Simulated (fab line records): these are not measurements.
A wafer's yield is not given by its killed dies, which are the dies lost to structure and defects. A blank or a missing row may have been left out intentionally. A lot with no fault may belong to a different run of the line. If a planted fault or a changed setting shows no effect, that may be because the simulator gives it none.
fab line records + flow n5-finfet
record
- lots=11
- wafers=29
- last-day=17
route steps=1938 shown BEOL_M4@1111 MIM_TOP_ETCH@1853 PAD_METAL@1893 PASSIVATION@1908
lots with no fault: from the same line, run without faults
start-h: the number of hours between the record's first day and the start of the first shown wafer of the lot + wait-h: hours elapsed since this lot's preceding step + " unchanged from the row above + L1.1+2: one row covering several wafers at once + - value missing, or start not given + * or withheld: withheld + < > ~ a bound
route shown NAME@n: a module of which the file shows steps, and the number in the route of the first + usual: mean/standard deviation taken from wafers without a fault + same: alike in all rows + chamber/n: place in a boat + sites: readings site by site + _std_site: standard deviation of those values + _edge_site: mean of outer sites minus mean of inner sites + radius-mm: for every site, how far away it sits from the centre of the wafer + mask NAME#n: copy n + behind: the most recent tool/chamber to have shaped the wafer + hold: why the lot went on hold/how many hours it stayed there/how the hold came to an end + device: the n, p or np transistor that did not switch + end of line: tests of these same wafers at the route's end + for a step that has no rows: nothing shown but its recipe + killed: count of dies lost to structure and defects at first sort (not the wafer's yield) + map: shows each die of a wafer: x if killed, . if not, _ if none is there
set.NAME: the setting the step ran with; set.NAME@STEP: the setting that earlier step ran with + model.NAME: the simulator's own value behind a step, which no gauge read
route steps across a sampled set of lots; one table per step, one row per wafer
services: the hour from which a tool's chamber was out of use, counted from the record's first day as start-h (under 0 if before that day), plus the number of hours and why
## steps
# step N5_BEOL_M4_RC_MEAS_101
# usual
- DIBL_N=36.2/1.5
- DIBL_P=36.2/1.7
- IOFF_N=0.155/0.021
- IOFF_P=0.216/0.026
- ION_N=674/11
- ION_P=464/6.8
- SS_N=71.5/0.56
- SS_P=73.3/0.6
- VT_N=250.2/2.6
- VT_P=-249.3/2.5
| lot.wafer | tool      | chamber | start-h | wait-h | DIBL_N[mV/V] | DIBL_P[mV/V] | IOFF_N[nA/um] | IOFF_P[nA/um] | ION_N[uA/um] | ION_P[uA/um] | SS_N[mV/dec] | SS_P[mV/dec] | VT_N[mV] | VT_P[mV] |
|-----------|-----------|---------|---------|--------|--------------|--------------|---------------|---------------|--------------|--------------|--------------|--------------|----------|----------|
| L662.4    | prober-02 | 0       | 178.52  | 0.5    | 35.8         | 34.8         | 0.133         | 0.179         | 674          | 456          | 71.3         | 73.2         | 250.0    | -252.9   |
| L662.5    | "         | 0       | "       | "      | 33.5         | 32.8         | 0.108         | 0.158         | 656          | 457          | 70.9         | 72.7         | 252.9    | -253.1   |
| L662.6    | "         | 0       | "       | "      | 35.1         | 34.3         | 0.125         | 0.183         | 656          | 458          | 70.8         | 72.8         | 252.4    | -253.5   |
| L661.3    | prober-01 | 0       | 178.64  | 0.3    | 36.1         | 36.1         | 0.164         | 0.235         | 669          | 464          | 71.8         | 73.6         | 247.7    | -247.4   |
| L661.4    | "         | 0       | "       | "      | 33.8         | 33.9         | 0.140         | 0.190         | 677          | 470          | 71.4         | 72.2         | 251.1    | -251.2   |
| L661.6    | "         | 0       | "       | "      | 35.9         | 36.0         | 0.167         | 0.228         | 660          | 462          | 72.2         | 74.4         | 247.7    | -248.1   |
| L667.2    | prober-02 | 0       | 210.02  | 0.2    | 35.4         | 36.7         | 0.134         | 0.196         | 662          | 460          | 72.2         | 73.0         | 256.6    | -255.0   |
| L667.4    | "         | 0       | "       | "      | 35.7         | 37.3         | 0.146         | 0.216         | 665          | 460          | 72.3         | 74.0         | 252.0    | -251.0   |
| L668.2    | prober-01 | 0       | 217.42  | 0.2    | 34.8         | 36.4         | 0.145         | 0.204         | 672          | 460          | 72.3         | 73.4         | 253.2    | -250.8   |
| L669.4    | prober-01 | 0       | 229.08  | 0.5    | 36.6         | 35.4         | 0.160         | 0.233         | 665          | 464          | 71.9         | 73.5         | 251.0    | -246.4   |
| L669.6    | "         | 0       | "       | "      | 36.1         | 35.1         | 0.150         | 0.229         | 661          | 458          | 71.8         | 73.0         | 251.0    | -246.5   |
| L673.1    | prober-01 | 0       | 243.14  | 0.0    | 35.9         | 37.0         | 0.148         | 0.195         | 679          | 457          | 71.0         | 73.3         | 252.3    | -253.9   |
| L673.2    | "         | 0       | "       | "      | 34.9         | 35.6         | 0.132         | 0.174         | 663          | 454          | 71.6         | 73.0         | 253.1    | -255.1   |
| L673.5    | "         | 0       | "       | "      | 35.9         | 36.9         | 0.158         | 0.200         | 666          | 458          | 71.6         | 72.6         | 249.4    | -254.0   |
| L674.3    | prober-01 | 0       | 258.88  | 0.3    | 38.2         | 39.6         | 0.180         | 0.242         | 678          | 470          | 72.0         | 74.5         | 245.3    | -247.1   |
| L674.4    | "         | 0       | "       | "      | 37.7         | 37.5         | 0.155         | 0.213         | 652          | 453          | 71.7         | 73.4         | 250.9    | -250.8   |
| L674.5    | "         | 0       | "       | "      | 37.7         | 37.5         | 0.155         | 0.211         | 671          | 462          | 71.6         | 73.2         | 251.0    | -250.8   |
| L677.2    | prober-02 | 0       | 275.40  | 0.2    | 35.6         | 35.1         | 0.142         | 0.207         | 659          | 455          | 71.8         | 73.5         | 252.9    | -249.4   |
| L677.4    | "         | 0       | "       | "      | 33.3         | 32.7         | 0.114         | 0.181         | 660          | 466          | 70.9         | 72.4         | 251.8    | -251.1   |
| L677.5    | "         | 0       | "       | "      | 33.7         | 32.5         | 0.117         | 0.172         | 648          | 452          | 70.8         | 73.6         | 254.7    | -251.4   |
| L678.1    | prober-01 | 0       | 287.20  | 0.0    | 36.0         | 35.6         | 0.143         | 0.190         | 676          | 461          | 70.2         | 73.1         | 248.3    | -249.5   |
| L678.4    | "         | 0       | "       | "      | 36.7         | 35.8         | 0.140         | 0.191         | 659          | 459          | 70.9         | 72.4         | 250.8    | -251.7   |
| L678.5    | "         | 0       | "       | "      | 34.5         | 33.8         | 0.109         | 0.170         | 665          | 461          | 69.9         | 72.4         | 254.4    | -251.5   |
| L681.3    | prober-01 | 0       | 309.20  | 0.3    | 35.9         | 35.9         | 0.162         | 0.202         | 665          | 453          | 71.4         | 73.7         | 252.5    | -249.9   |
| L681.4    | "         | 0       | "       | "      | 35.2         | 35.6         | 0.155         | 0.196         | 680          | 465          | 71.6         | 74.0         | 249.2    | -249.9   |
| L681.5    | "         | 0       | "       | "      | 35.2         | 35.6         | 0.155         | 0.192         | 687          | 464          | 70.9         | 74.0         | 250.3    | -248.8   |
| L682.4    | prober-02 | 0       | 310.93  | 0.5    | 36.5         | 37.6         | 0.158         | 0.223         | 681          | 473          | 71.0         | 73.7         | 249.6    | -246.7   |
| L682.5    | "         | 0       | "       | "      | 36.8         | 37.6         | 0.148         | 0.227         | 655          | 462          | 71.7         | 73.4         | 254.4    | -250.3   |
| L682.6    | "         | 0       | "       | "      | 36.4         | 38.0         | 0.161         | 0.230         | 679          | 478          | 71.5         | 73.2         | 250.5    | -249.6   |
# step N5_MIM_TOP_ETCH_PECVD_03
# recipe
- material=SiNx
- target-thk-a=200
- temp-c=400
- precursor=SiH4/NH3/N2
- pressure-torr=1.5
- rf-w=300
- time-s=17.6
# usual
- heater-power-w=727/140
- showerhead-plenum-p-Torr=5.17/0.042
- throttle-valve-pct=41/3.4
| lot.wafer | tool     | chamber | start-h | wait-h | heater-power-w | showerhead-plenum-p-Torr | throttle-valve-pct |
|-----------|----------|---------|---------|--------|----------------|--------------------------|--------------------|
| L662.4    | pecvd-02 | 0       | 275.39  | -      | 889            | 5.16                     | 39                 |
| L662.5    | "        | 2       | "       | "      | 530            | 5.22                     | 36                 |
| L662.6    | "        | 1       | "       | "      | 550            | 5.15                     | 47                 |
| L661.3    | pecvd-03 | 2       | 276.66  | -      | 989            | 5.14                     | 37                 |
| L661.4    | "        | 1       | "       | "      | 759            | 5.17                     | 44                 |
| L661.6    | "        | 2       | "       | "      | 979            | 5.14                     | 37                 |
| L667.2    | pecvd-04 | 2       | 298.71  | -      | 860            | 5.12                     | 37                 |
| L667.4    | "        | 2       | "       | "      | 886            | 5.14                     | 37                 |
| L668.2    | pecvd-04 | 2       | 309.42  | -      | 766            | 5.13                     | 37                 |
| L669.4    | pecvd-04 | 1       | 325.38  | -      | 764            | 5.14                     | 41                 |
| L669.6    | "        | 0       | "       | "      | 813            | 5.25                     | 42                 |
| L673.1    | pecvd-02 | 2       | 335.60  | -      | 656            | 5.23                     | 37                 |
| L673.2    | "        | 0       | "       | "      | 880            | 5.17                     | 39                 |
| L673.5    | "        | 2       | "       | "      | 651            | 5.25                     | 37                 |
| L674.3    | pecvd-03 | 2       | 342.30  | -      | 1046           | 5.13                     | 38                 |
| L674.4    | "        | 0       | "       | "      | 658            | 5.13                     | 41                 |
| L674.5    | "        | 1       | "       | "      | 701            | 5.19                     | 44                 |
| L677.2    | pecvd-02 | 2       | 362.25  | -      | 567            | 5.24                     | 37                 |
| L677.4    | "        | 2       | "       | "      | 566            | 5.22                     | 37                 |
| L677.5    | "        | 1       | "       | "      | 562            | 5.14                     | 47                 |
| L678.1    | pecvd-02 | 2       | 373.33  | -      | 658            | 5.21                     | 37                 |
| L678.4    | "        | 1       | "       | "      | 482            | 5.14                     | 47                 |
| L678.5    | "        | 1       | "       | "      | 488            | 5.16                     | 46                 |
| L681.3    | pecvd-04 | 0       | 398.45  | -      | 807            | 5.21                     | 42                 |
| L681.4    | "        | 2       | "       | "      | 882            | 5.12                     | 37                 |
| L681.5    | "        | 0       | "       | "      | 810            | 5.23                     | 42                 |
| L682.4    | pecvd-02 | 0       | 400.68  | -      | 849            | 5.16                     | 40                 |
| L682.5    | "        | 1       | "       | "      | 554            | 5.16                     | 46                 |
| L682.6    | "        | 2       | "       | "      | 654            | 5.24                     | 37                 |
# step N5_PASSIVATION_DEGAS_18
# recipe
- ambient=vacuum
- temp-c=300
- time-s=60
# usual
- heater-power-w=508/45
| lot.wafer | tool           | chamber | start-h | wait-h | heater-power-w |
|-----------|----------------|---------|---------|--------|----------------|
| L661.3    | pvd-sputter-02 | -       | 281.23  | 0.1    | 587            |
| L661.4    | "              | -       | "       | "      | 514            |
| L661.6    | "              | -       | "       | "      | 487            |
| L662.4    | pvd-sputter-02 | -       | 281.77  | 0.6    | 493            |
| L662.5    | "              | -       | "       | "      | 605            |
| L662.6    | "              | -       | "       | "      | 491            |
| L667.2    | pvd-sputter-02 | -       | 302.99  | 0.3    | 529            |
| L668.2    | pvd-sputter-03 | -       | 314.41  | 0.4    | 546            |
| L669.6    | pvd-sputter-03 | -       | 330.17  | 0.4    | 496            |
| L673.1    | pvd-sputter-01 | -       | 338.40  | 0.3    | 471            |
| L673.2    | "              | -       | "       | "      | 569            |
| L673.5    | "              | -       | "       | "      | 548            |
| L674.3    | pvd-sputter-01 | -       | 345.76  | 0.8    | 466            |
| L674.4    | "              | -       | "       | "      | 561            |
| L674.5    | "              | -       | "       | "      | 458            |
| L677.2    | pvd-sputter-02 | -       | 365.46  | 0.1    | 526            |
| L677.4    | "              | -       | "       | "      | 488            |
| L677.5    | "              | -       | "       | "      | 532            |
| L678.1    | pvd-sputter-03 | -       | 376.84  | 0.4    | 458            |
| L678.4    | "              | -       | "       | "      | 481            |
| L678.5    | "              | -       | "       | "      | 492            |
| L681.3    | pvd-sputter-03 | -       | 403.34  | 0.9    | 457            |
| L681.4    | "              | -       | "       | "      | 484            |
| L681.5    | "              | -       | "       | "      | 443            |
| L682.4    | pvd-sputter-03 | -       | 406.61  | 1.3    | 459            |
| L682.5    | "              | -       | "       | "      | 547            |
| L682.6    | "              | -       | "       | "      | 485            |
# step N5_PASSIVATION_DESCUM_32
# recipe
- chemistry=O2
- time-s=7.9
- source-power-w=50
- bias-power-w=20
- pressure-mtorr=20
- rf-frequency-hz=2.712e+07
- temp-c=40
- o2-flow-sccm=225
# usual
- bias-power-w=20.00/0.062
- drypump-motor-current-A=5.7/0.45
- oes-product-au=0.81/0.061
- rf-vpp-V=243.4/1.5
- showerhead-plenum-p-Torr=2.11/0.078
- temp-c=40.00/0.12
- throttle-valve-pct=20.36/0.23
| lot.wafer | tool        | chamber | start-h | wait-h | bias-power-w | drypump-motor-current-A | oes-product-au | rf-hours-counter-h | rf-vpp-V | showerhead-plenum-p-Torr | temp-c | throttle-valve-pct |
|-----------|-------------|---------|---------|--------|--------------|-------------------------|----------------|--------------------|----------|--------------------------|--------|--------------------|
| L661.3    | rie-diel-04 | 3       | 282.00  | 0.1    | 19.99        | 5.0                     | 0.81           | 97                 | 242.6    | 2.11                     | 39.94  | 20.52              |
| L661.4    | "           | 3       | "       | "      | 20.01        | 5.0                     | 0.80           | -                  | 243.3    | 2.11                     | 39.83  | 20.50              |
| L661.6    | "           | 2       | "       | "      | 20.04        | 6.0                     | 0.85           | -                  | 243.2    | 2.11                     | 39.92  | 20.08              |
| L662.4    | rie-diel-05 | 2       | 282.80  | 0.2    | 19.98        | 5.8                     | 0.88           | 35                 | 243.1    | 2.05                     | 40.14  | 20.24              |
| L662.5    | "           | 2       | "       | "      | 19.96        | 5.8                     | 0.87           | -                  | 242.9    | 2.05                     | 40.02  | 20.24              |
| L662.6    | "           | 3       | "       | "      | 20.01        | 5.6                     | 0.82           | -                  | 243.3    | 2.03                     | 39.86  | 20.62              |
| L667.2    | rie-diel-05 | 0       | 303.73  | 0.0    | 19.92        | 5.7                     | 0.74           | 172                | 243.6    | 2.16                     | 40.04  | 20.49              |
| L668.2    | rie-diel-02 | 1       | 315.15  | 0.0    | 20.03        | 6.0                     | 0.69           | 243                | 241.0    | 1.97                     | 40.08  | 20.53              |
| L669.6    | rie-diel-04 | 3       | 331.02  | 0.2    | 19.92        | 5.0                     | 0.78           | -                  | 243.2    | 2.11                     | 39.98  | 20.52              |
| L673.1    | rie-diel-05 | 1       | 339.69  | 0.6    | 20.02        | 5.9                     | 0.77           | 123                | 243.1    | 2.11                     | 40.10  | 20.12              |
| L673.2    | "           | 2       | "       | "      | 20.05        | 5.8                     | 0.84           | 55                 | 242.8    | 2.05                     | 40.06  | 20.27              |
| L673.5    | "           | 3       | "       | "      | 20.07        | 5.7                     | 0.80           | -                  | 242.2    | 2.02                     | 39.98  | 20.65              |
| L674.3    | rie-diel-04 | 0       | 346.50  | 0.0    | 20.00        | 5.0                     | 0.92           | 22                 | 246.0    | 2.23                     | 40.06  | 20.20              |
| L674.4    | "           | 3       | "       | "      | 20.09        | 5.0                     | 0.78           | 121                | 243.7    | 2.10                     | 40.09  | 20.54              |
| L674.5    | "           | 3       | "       | "      | 20.19        | 5.0                     | 0.78           | -                  | 242.8    | 2.10                     | 40.04  | 20.55              |
| L677.2    | rie-diel-05 | 1       | 366.32  | 0.0    | 20.00        | 5.9                     | 0.77           | 132                | 243.4    | 2.10                     | 40.07  | 20.13              |
| L677.4    | "           | 2       | "       | "      | 20.01        | 5.8                     | 0.83           | 64                 | 241.2    | 2.04                     | 40.21  | 20.28              |
| L677.5    | "           | 2       | "       | "      | 19.96        | 5.8                     | 0.84           | -                  | 241.8    | 2.04                     | 40.05  | 20.30              |
| L678.1    | rie-diel-04 | 2       | 377.71  | 0.0    | 20.04        | 6.0                     | 0.80           | 115                | 243.6    | 2.10                     | 39.96  | 20.15              |
| L678.4    | "           | 3       | "       | "      | 19.94        | 5.0                     | 0.77           | 131                | 243.7    | 2.10                     | 40.09  | 20.55              |
| L678.5    | "           | 1       | "       | "      | 19.88        | 5.9                     | 0.76           | -                  | 239.8    | 2.02                     | 40.10  | 20.69              |
| L681.3    | rie-diel-04 | 0       | 405.00  | 1.0    | 20.06        | 5.0                     | 0.86           | 47                 | 246.2    | 2.22                     | 40.05  | 20.22              |
| L681.4    | "           | 2       | "       | "      | 20.05        | 6.0                     | 0.80           | -                  | 242.6    | 2.09                     | 40.00  | 20.14              |
| L681.5    | "           | 0       | "       | "      | 20.00        | 5.0                     | 0.87           | -                  | 245.9    | 2.22                     | 40.16  | 20.23              |
| L682.4    | rie-diel-02 | 2       | 407.94  | 0.5    | 20.04        | 5.6                     | 0.81           | 122                | 244.9    | 2.19                     | 39.79  | 20.60              |
| L682.5    | "           | 0       | "       | "      | 19.98        | 6.8                     | 0.85           | -                  | 244.6    | 2.22                     | 40.04  | 19.99              |
| L682.6    | "           | 1       | "       | "      | 19.95        | 5.9                     | 0.94           | -                  | 245.4    | 2.23                     | 39.84  | 20.16              |
# step N5_PASSIVATION_OVL_MEAS_66
# recipe
- points-per-wafer=44
# usual
- PASS_OPEN_OVL=2/5.8
| lot.wafer | tool       | chamber | start-h | wait-h | PASS_OPEN_OVL[nm] |
|-----------|------------|---------|---------|--------|-------------------|
| L661.3    | overlay-01 | 0       | 283.84  | 0.0    | -5                |
| L661.4    | "          | 0       | "       | "      | -2                |
| L661.6    | "          | 0       | "       | "      | -8                |
| L662.4    | overlay-01 | 0       | 284.62  | 0.0    | -1                |
| L662.5    | "          | 0       | "       | "      | -13               |
| L662.6    | "          | 0       | "       | "      | -8                |
| L667.2    | overlay-02 | 0       | 305.54  | 0.0    | -4                |
| L668.2    | overlay-01 | 0       | 316.83  | 0.0    | -4                |
| L669.6    | overlay-01 | 0       | 332.68  | 0.0    | 0                 |
| L673.1    | overlay-01 | 0       | 341.57  | 0.0    | 8                 |
| L673.2    | "          | 0       | "       | "      | 7                 |
| L673.5    | "          | 0       | "       | "      | 12                |
| L674.3    | overlay-02 | 0       | 348.18  | 0.0    | 4                 |
| L674.4    | "          | 0       | "       | "      | -10               |
| L674.5    | "          | 0       | "       | "      | -5                |
| L677.2    | overlay-01 | 0       | 368.62  | 0.0    | 0                 |
| L677.4    | "          | 0       | "       | "      | 5                 |
| L677.5    | "          | 0       | "       | "      | -1                |
| L678.1    | overlay-02 | 0       | 379.52  | 0.0    | 0                 |
| L678.4    | "          | 0       | "       | "      | -8                |
| L678.5    | "          | 0       | "       | "      | -5                |
| L681.3    | overlay-01 | 0       | 406.91  | 0.0    | 9                 |
| L681.4    | "          | 0       | "       | "      | 7                 |
| L681.5    | "          | 0       | "       | "      | 8                 |
| L682.4    | overlay-02 | 0       | 409.77  | 0.0    | -5                |
| L682.5    | "          | 0       | "       | "      | 7                 |
| L682.6    | "          | 0       | "       | "      | 2                 |
# step N5_PASSIVATION_PROBE_49
# usual
- defect-limited-yield=91.3/1.3
- killed_at_M0_to_M3=32/11
- killed_at_M4_up=15/5.6
- killed-at-contacts=12/6
- killed-at-front-end=40/11
- killed-at-other=3.5/2.6
- killed-dies=102/15
- killed-on-rim=13/3.4
- killed-open=67/12
- killed-short=34/7.3
- sort_bin_5_function=5.1/0.85
- sort_bin_6_memory=3.2/0.61
- sort-n-pass=1078/15
- sort-yield-pct=91.3/1.3
# same
- gross-dies=1180
- killed-at-back-side=0
- sort_bin_4_leakage[%]=0
- sort_bin_8_speed[%]=0
| lot.wafer | tool      | chamber | start-h | wait-h | defect-limited-yield[%] | killed_at_M0_to_M3 | killed_at_M4_up | killed-at-contacts | killed-at-front-end | killed-at-other | killed-dies | killed-on-rim | killed-open | killed-short | sort_bin_5_function[%] | sort_bin_6_memory[%] | sort-n-pass | sort-yield-pct[%] |
|-----------|-----------|---------|---------|--------|-------------------------|--------------------|-----------------|--------------------|---------------------|-----------------|-------------|---------------|-------------|--------------|------------------------|----------------------|-------------|-------------------|
| L662.4    | prober-02 | -       | 288.26  | 0.5    | 92.7                    | 27                 | 8               | 11                 | 38                  | 2               | 86          | 13            | 49          | 37           | 4.9                    | 2.1                  | 1094        | 92.7              |
| L662.5    | prober-02 | -       | 288.31  | 0.5    | 93.2                    | 26                 | 9               | 8                  | 35                  | 2               | 80          | 5             | 55          | 22           | 4.0                    | 2.5                  | 1100        | 93.2              |
| L662.6    | prober-02 | -       | 288.36  | 0.6    | 92.9                    | 28                 | 14              | 5                  | 37                  | 0               | 84          | 9             | 61          | 21           | 4.3                    | 2.5                  | 1096        | 92.9              |
| L667.2    | prober-02 | -       | 308.99  | 0.1    | 90.3                    | 23                 | 27              | 13                 | 49                  | 2               | 114         | 17            | 76          | 38           | 6.4                    | 2.9                  | 1066        | 90.3              |
| L667.4    | prober-02 | -       | 309.09  | 0.2    | 0                       | 48                 | 28              | 3                  | 37                  | 1064            | 1180        | 152           | 87          | 38           | 6.4                    | 4.0                  | 0           | 0                 |
| L668.2    | prober-01 | -       | 319.99  | 0.1    | 91.9                    | 32                 | 10              | 9                  | 38                  | 6               | 95          | 12            | 61          | 32           | 5.5                    | 2.4                  | 1085        | 91.9              |
| L669.4    | prober-02 | -       | 335.93  | 0.2    | 0                       | 24                 | 20              | 7                  | 31                  | 1098            | 1180        | 152           | 41          | 33           | 4.0                    | 2.6                  | 0           | 0                 |
| L669.6    | prober-02 | -       | 336.03  | 0.3    | 92.5                    | 33                 | 15              | 7                  | 32                  | 1               | 88          | 14            | 51          | 35           | 4.2                    | 2.8                  | 1092        | 92.5              |
| L673.1    | prober-02 | -       | 344.71  | 0.0    | 91.3                    | 35                 | 19              | 8                  | 41                  | 0               | 103         | 9             | 69          | 33           | 4.7                    | 3.8                  | 1077        | 91.3              |
| L673.2    | prober-02 | -       | 344.76  | 0.1    | 90.7                    | 31                 | 19              | 15                 | 44                  | 1               | 110         | 16            | 82          | 28           | 6.4                    | 2.8                  | 1070        | 90.7              |
| L673.5    | prober-02 | -       | 344.91  | 0.2    | 91.2                    | 45                 | 12              | 12                 | 31                  | 4               | 104         | 14            | 68          | 34           | 5.4                    | 3.2                  | 1076        | 91.2              |
| L677.2    | prober-01 | -       | 371.87  | 0.1    | 92.0                    | 38                 | 18              | 11                 | 24                  | 3               | 94          | 14            | 57          | 37           | 5.0                    | 2.7                  | 1086        | 92.0              |
| L677.4    | prober-01 | -       | 371.97  | 0.2    | 90.8                    | 32                 | 19              | 18                 | 34                  | 5               | 108         | 17            | 68          | 40           | 5.3                    | 3.8                  | 1072        | 90.8              |
| L677.5    | prober-01 | -       | 372.02  | 0.2    | 89.9                    | 50                 | 11              | 11                 | 44                  | 3               | 119         | 13            | 82          | 37           | 5.3                    | 4.0                  | 1061        | 89.9              |
# killed by level:class
L662.4 BEOL_M0_SAQP:geometric-particle:short=9 STI_FIN_REVEAL:geometric-particle:open=8 FIN_SAQP:geometric-particle:short=7 MOL_CONTACT_COAG:geometric-particle:open=7 BEOL_M0_SAQP:geometric-particle:open=6 BEOL_M1:geometric-particle:open=5 ILD0:geometric-particle:short=4 MOL_CONTACT_COAG:geometric-particle:short=4
L662.5 STI_FIN_REVEAL:geometric-particle:open=12 BEOL_M1:geometric-particle:open=10 MOL_CONTACT_COAG:geometric-particle:open=7 BEOL_M2:geometric-particle:open=5 STARTING-WAFER:geometric-particle:short=4 FIN_SAQP:geometric-particle:short=3 ILD0:geometric-particle:short=3 BEOL_M0_SAQP:geometric-particle:short=3
L662.6 STI_FIN_REVEAL:geometric-particle:open=11 BEOL_M1:geometric-particle:open=8 FIN_SAQP:geometric-particle:open=6 BEOL_M4:geometric-particle:open=6 MOL_CONTACT_COAG:geometric-particle:open=5 BEOL_M0_SAQP:geometric-particle:open=5 BEOL_M2:geometric-particle:open=5 STARTING-WAFER:geometric-particle:open=4
L667.2 STI_FIN_REVEAL:geometric-particle:open=22 MOL_CONTACT_COAG:geometric-particle:open=10 GATE_CUT:geometric-particle:short=9 BEOL_M4:geometric-particle:open=9 BEOL_M1:geometric-particle:open=5 STI_FIN_REVEAL:geometric-particle:short=4 BEOL_M5:geometric-particle:open=4 BEOL_M0_SAQP:geometric-particle:open=4
L667.4 MIM_TOP_ETCH:area-pecvd=1055 STI_FIN_REVEAL:geometric-particle:open=16 BEOL_M1:geometric-particle:open=14 BEOL_M4:geometric-particle:open=13 BEOL_M3:geometric-particle:open=6 FIN_SAQP:geometric-particle:short=6 BEOL_M8:geometric-particle:open=6 BEOL_M0_SAQP:geometric-particle:short=6
L668.2 BEOL_M0_SAQP:geometric-particle:short=11 BEOL_M0_SAQP:geometric-particle:open=9 DUMMY_GATE:geometric-particle:open=7 MOL_CONTACT_COAG:geometric-particle:open=7 FIN_SAQP:geometric-particle:open=5 STI_FIN_REVEAL:geometric-particle:open=5 BEOL_M3:geometric-particle:open=5 BEOL_M8:geometric-particle:open=4
L669.4 MIM_TOP_ETCH:area-pecvd=1098 FIN_SAQP:geometric-particle:short=12 BEOL_M4:geometric-particle:open=6 BEOL_M0_SAQP:geometric-particle:short=6 BEOL_M0_SAQP:geometric-particle:open=6 FIN_SAQP:geometric-particle:open=5 MOL_CONTACT_COAG:geometric-particle:open=5 BEOL_M3:geometric-particle:open=5
L669.6 FIN_SAQP:geometric-particle:short=12 BEOL_M3:geometric-particle:open=10 BEOL_M0_SAQP:geometric-particle:short=9 BEOL_M4:geometric-particle:open=8 BEOL_M0_SAQP:geometric-particle:open=7 ILD0:geometric-particle:open=5 FIN_SAQP:geometric-particle:open=4 MOL_CONTACT_COAG:geometric-particle:short=4
L673.1 STI_FIN_REVEAL:geometric-particle:open=12 BEOL_M4:geometric-particle:open=8 BEOL_M1:geometric-particle:open=7 BEOL_M2:geometric-particle:open=7 FIN_SAQP:geometric-particle:short=6 BEOL_M0_SAQP:geometric-particle:short=6 BEOL_M3:geometric-particle:open=6 FIN_SAQP:geometric-particle:open=5
L673.2 STI_FIN_REVEAL:geometric-particle:open=17 MOL_CONTACT_COAG:geometric-particle:open=10 BEOL_M0_SAQP:geometric-particle:open=8 FIN_SAQP:geometric-particle:open=7 BEOL_M4:geometric-particle:open=6 MOL_CONTACT_COAG:geometric-particle:short=5 BEOL_M3:geometric-particle:open=5 BEOL_M0_SAQP:geometric-particle:short=4
L673.5 BEOL_M3:geometric-particle:open=9 MOL_CONTACT_COAG:geometric-particle:open=8 BEOL_M0_SAQP:geometric-particle:short=6 BEOL_M1:geometric-particle:open=6 BEOL_M2:geometric-particle:open=6 STI_FIN_REVEAL:geometric-particle:open=5 BEOL_M0:geometric-particle:open=5 ILD0:geometric-particle:open=4
L677.2 BEOL_M3:geometric-particle:open=7 BEOL_M0_SAQP:geometric-particle:short=7 BEOL_M1:geometric-particle:open=7 FIN_SAQP:geometric-particle:open=6 MOL_CONTACT_COAG:geometric-particle:open=6 BEOL_M1:geometric-particle:short=6 MOL_CONTACT_COAG:geometric-particle:short=5 BEOL_M4:geometric-particle:open=5
L677.4 MOL_CONTACT_COAG:geometric-particle:open=15 GATE_CUT:geometric-particle:short=10 BEOL_M0:geometric-particle:open=7 BEOL_M4:geometric-particle:open=7 STI_FIN_REVEAL:geometric-particle:open=6 BEOL_M1:geometric-particle:short=5 BEOL_M2:geometric-particle:open=5 FIN_SAQP:geometric-particle:short=4
L677.5 BEOL_M2:geometric-particle:open=17 MOL_CONTACT_COAG:geometric-particle:open=10 FIN_SAQP:geometric-particle:short=8 GATE_CUT:geometric-particle:short=8 BEOL_M3:geometric-particle:open=8 DUMMY_GATE:geometric-particle:open=7 FIN_SAQP:geometric-particle:open=6 BEOL_M1:geometric-particle:open=6
## services
| tool           | chamber | start-h | hours | kind                          |
|----------------|---------|---------|-------|-------------------------------|
| pecvd-03       | 2       | 252.89  | 2.1   | scheduled-down                |
| rie-diel-04    | 0       | 271.54  | -     | clean                         |
| rie-diel-04    | 0       | 271.54  | -     | consumable-replace:focus-ring |
| rie-diel-04    | 0       | 271.54  | -     | consumable-replace:showerhead |
| rie-diel-04    | 0       | 271.54  | 20.0  | scheduled-down                |
| rie-diel-04    | 0       | 271.54  | 20.0  | vent-cycle                    |
| pecvd-02       | -       | 297.12  | 6.0   | pm                            |
| rie-diel-04    | 1       | 302.10  | 15.4  | repair                        |
| pecvd-02       | 0       | 304.87  | 2.1   | scheduled-down                |
| pecvd-02       | 2       | 332.42  | 2.1   | scheduled-down                |
| rie-diel-02    | 1       | 334.44  | 8.8   | repair                        |
| rie-diel-02    | 1       | 343.50  | -     | clean                         |
| rie-diel-02    | 1       | 343.50  | -     | consumable-replace:focus-ring |
| rie-diel-02    | 1       | 343.50  | -     | consumable-replace:showerhead |
| pecvd-02       | 0       | 356.84  | 17.2  | repair                        |
| rie-diel-02    | 0       | 357.09  | 4.7   | repair                        |
| pvd-sputter-01 | -       | 363.97  | 1.3   | repair                        |
| pecvd-04       | 0       | 364.47  | 2.1   | scheduled-down                |
| pvd-sputter-02 | -       | 372.77  | 2.3   | repair                        |
| rie-diel-05    | -       | 378.36  | 0.1   | repair                        |
| rie-diel-05    | 1       | 381.56  | 7.5   | repair                        |
| pecvd-03       | 2       | 382.58  | 5.5   | scheduled-down                |
| rie-diel-02    | -       | 390.87  | 14.6  | pm                            |
| rie-diel-04    | 3       | 399.56  | 6.7   | repair                        |
## key
first-sign
- step=N5_PASSIVATION_PROBE_49
- reading=killed-at-other
- direction=up
- sigmas=99+
- usual=3.5
- struck=1081
effect
- step=N5_PASSIVATION_PROBE_49
- reading=defect-limited-yield
- direction=down
- sigmas=71
- usual=91.3
- struck=0
more-kills-born-at
- N5_MIM_TOP_ETCH_PECVD_03@pecvd-04=2153
met-at N5_MIM_TOP_ETCH_PECVD_03
struck-lots L667,L669
struck-wafers L667.4,L669.4
later-rows-left-out L667.4,L669.4
not-acting-at N5_PASSIVATION_DEGAS_18,N5_PASSIVATION_DESCUM_32,N5_PASSIVATION_OVL_MEAS_66
fault
- kind=process-parameter-drift
- tool=pecvd-04
- chamber=-
- onset-h=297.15
- steps=N5_MIM_TOP_ETCH_PECVD_03
- channel=time-s
- offset=*
- shape=step
- end-h=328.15
- scope=struck-wafers-only
- acts-in=*
- stated=*
# later-rows-left-out: the simulator's readings of these wafers behind a module that went badly wrong aren't trusted and aren't shown, but for the sort
